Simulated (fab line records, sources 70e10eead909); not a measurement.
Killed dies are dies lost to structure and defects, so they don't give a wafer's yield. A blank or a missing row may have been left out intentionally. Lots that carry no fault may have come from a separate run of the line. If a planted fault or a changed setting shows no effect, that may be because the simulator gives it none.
Problem report in the 8D (eight disciplines) form, filled by code + flow nandHarc + the parts of the form that need people (team, actions taken, sign-off) are left out

== 1. WHAT WENT WRONG ==
Wafers without a fault read 38.4 s, standard deviation 2.1; timeToEndpointS at NHARC_P_CONTACT_CMP_24 reads a mean of 21.1 s on 3 wafers belonging to 3 lots. That puts it -8.3 standard deviations away from the usual mean.
The step: polishes, t overpolish 30 s, target thk 200 nm.
Earliest sighting: wafer L874.6 on cmp-04 at day 11 00:22. Wafers with a number at this step in the record: 38, from 13 lots. Rule for "out" (also "out of limits"): further than 4 standard deviations from the usual mean. Any other wafer with a number is counted as sound.

== 2. WHAT IT IS, AND WHAT IT ISN'T ==
| question                    | is                     | is not                                                                                       |
|-----------------------------|------------------------|----------------------------------------------------------------------------------------------|
| which readings at this step | timeToEndpointS        | motorCurrentA, overpolishRunS                                                                |
| which lots                  | L874, L876, L877       | L863, L865, L868, L869, L870, L871, L873, L875, L884, L885                                   |
| which wafers of those lots  | L874.6, L876.2, L877.2 | L874.1, L874.4, L876.3, L877.3, L877.4                                                       |
| read on which tools         | cmp-04                 | cmp-02, cmp-03                                                                               |
| when                        | from day 11 00:22      | up to then (23 sound wafers); but 12 sound wafers of L875, L876, L877, L884, L885 came after |

== 3. SUSPECTS, AND WHAT RULES EACH OUT ==
Counting: if a tool at a process step up to the reading ran every lot that is out, it stays a suspect. Sound lots after the first of them don't rule it out here, since some wafers of a struck lot are sound.
- plasmaAsher-01 at NHARC_P_GATE_STRIP_113 (strips in N2/H2, time 740 s): kept. It ran every lot that is out, first L874 (day 10 17:11); its last sound lot up to then is L873 (day 10 06:47).
- rtpAnneal-02 at NHARC_P_GATE_RTA_64 (time 1 s): kept. It ran every lot that is out, first L874 (day 10 18:29); its last sound lot up to then is L873 (day 10 07:53).
- cmp-04 at NHARC_P_CONTACT_CMP_24 (polishes, t overpolish 30 s, target thk 200 nm): kept. It ran every lot that is out, first L874 (day 11 00:22); its last sound lot up to then is L870 (day 9 12:53). On those wafers its own readings are out: timeToEndpointS.
The count leaves plasmaAsher-01 at NHARC_P_GATE_STRIP_113, rtpAnneal-02 at NHARC_P_GATE_RTA_64, and cmp-04 at NHARC_P_CONTACT_CMP_24.

== 4. THE CAUSE (what the simulator had put in) ==
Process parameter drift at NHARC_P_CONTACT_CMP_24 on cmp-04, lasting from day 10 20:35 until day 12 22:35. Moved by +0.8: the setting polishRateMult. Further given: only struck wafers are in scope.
This tool is one of the 3 suspects left after counting.

== 5. THE EFFECT CHAIN, in route order ==
One row per reading whose mean, taken over the struck wafers that have a number, lies over 3 standard deviations from the usual. Only readings for which the record gives a usual standard deviation are gone through. hours: the time from each lot's start at the first step in this table that gives one to its start at this step, as a median over the lots. sigmas: the change in usual standard deviations.
| hours | step                   | reading         | usual  | on struck wafers | change | sigmas |
|-------|------------------------|-----------------|--------|------------------|--------|--------|
| 0     | NHARC_P_CONTACT_CMP_24 | timeToEndpointS | 38.4 s | 21.1             | -17.3  | -8.3   |
Here are the process steps it includes:
- NHARC_P_CONTACT_CMP_24: polishes, t overpolish 30 s, target thk 200 nm.

== 6. WHAT WOULD HAVE CAUGHT IT SOONER ==
In this record no reading fell out of limits until day 11 00:22, 4 hours after the fault had begun at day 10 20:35.
